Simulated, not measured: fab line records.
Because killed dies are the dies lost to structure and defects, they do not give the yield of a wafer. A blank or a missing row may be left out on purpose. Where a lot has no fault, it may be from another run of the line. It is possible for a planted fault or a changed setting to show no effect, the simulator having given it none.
Chamber matching | flow n5_finfet | rie_diel-04 running N5_BEOL_M4_STRIP_66: 4 sister chambers
The step strips in CF4. 22 wafers are shown with their chamber, then 11 later ones without.

## WAFERS, EACH WITH ITS CHAMBER
wafer  | chamber | throttle_valve_pct (%) | showerhead_plenum_p_Torr (Torr) | drypump_motor_current_A (A)
L075.2 | 0       | 13.51                  | 1.88                            | 5.9
L075.3 | 2       | 13.52                  | 1.89                            | 5.9
L075.6 | 2       | 13.53                  | 1.89                            | 6.0
L076.1 | 1       | 13.16                  | 1.80                            | 5.8
L076.3 | 2       | 13.54                  | 1.89                            | 6.0
L076.6 | 1       | 13.15                  | 1.81                            | 5.8
L078.2 | 1       | 13.17                  | 1.80                            | 5.8
L078.3 | 2       | 13.57                  | 1.89                            | 6.0
L078.5 | 0       | 13.56                  | 1.87                            | 5.9
L081.1 | 2       | 13.58                  | 1.89                            | 5.9
L081.2 | 0       | 13.55                  | 1.87                            | 5.9
L081.4 | 0       | 13.55                  | 1.87                            | 5.9
L079.1 | 1       | 13.15                  | 1.80                            | 5.8
L079.5 | 1       | 13.15                  | 1.80                            | 5.8
L079.6 | 0       | 13.55                  | 1.87                            | 5.9
L082.2 | 0       | 13.56                  | 1.87                            | 5.9
L082.3 | 2       | 13.57                  | 1.89                            | 6.0
L082.4 | 2       | 13.57                  | 1.89                            | 6.0
L084.3 | 0       | 13.56                  | 1.87                            | 5.9
L084.4 | 3       | 13.03                  | 1.93                            | 5.8
L084.6 | 0       | 13.55                  | 1.87                            | 5.9
L085.1 | 3       | 13.05                  | 1.92                            | 5.8

SIGNATURES (means of the wafers above)
reading                  | chamber 0 | chamber 1 | chamber 2 | chamber 3 | scatter within a chamber
throttle_valve_pct       | 13.5488   | 13.1560   | 13.5543   | 13.0400   | 0.0179
showerhead_plenum_p_Torr | 1.8713    | 1.8020    | 1.8900    | 1.9250    | 0.00348
drypump_motor_current_A  | 5.900     | 5.800     | 5.971     | 5.800     | 0.0282
Rule: a wafer's distance from a chamber is the root of the sum, over the readings, of the square of ((its reading less the chamber's mean) divided by the reading's scatter). The wafer belongs to the nearest chamber; if the next one is less than 2 further off, it can't be placed. How the scatter is found: for the shown wafers, subtract from each reading the mean of its chamber, square and add these, divide the total by (wafers less chambers), then take the root.

## WAFERS WITH NO CHAMBER GIVEN
wafer  | throttle_valve_pct (%) | showerhead_plenum_p_Torr (Torr) | drypump_motor_current_A (A)
L085.3 | 13.60                  | 1.89                            | 5.9
L085.5 | 13.60                  | 1.89                            | 5.9
L088.1 | 13.20                  | 1.80                            | 5.8
L088.4 | 13.56                  | 1.87                            | 5.9
L088.5 | 13.20                  | 1.80                            | 5.8
L092.1 | 13.23                  | 1.80                            | 5.8
L092.2 | 13.64                  | 1.88                            | 5.9
L092.5 | 13.64                  | 1.88                            | 6.0
L094.2 | 13.60                  | 1.87                            | 5.9
L094.3 | 13.63                  | 1.88                            | 5.9
L094.6 | 13.61                  | 1.87                            | 5.9

## THE CHAMBER EACH PASSED THROUGH
wafer  | from the rows above     | in truth
L085.3 | 2                       | 2
L085.5 | 2                       | 2
L088.1 | 1                       | 1
L088.4 | 0                       | 0
L088.5 | 1                       | 1
L092.1 | 1                       | 1
L092.2 | can't be placed: 0 or 2 | 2
L092.5 | can't be placed: 2 or 0 | 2
L094.2 | 0                       | 0
L094.3 | can't be placed: 0 or 2 | 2
L094.6 | 0                       | 0
Placed correctly: 8 of 11. Can't be placed from these rows: 3 (the true chamber is among the candidates in 3). Placed wrongly: 0.
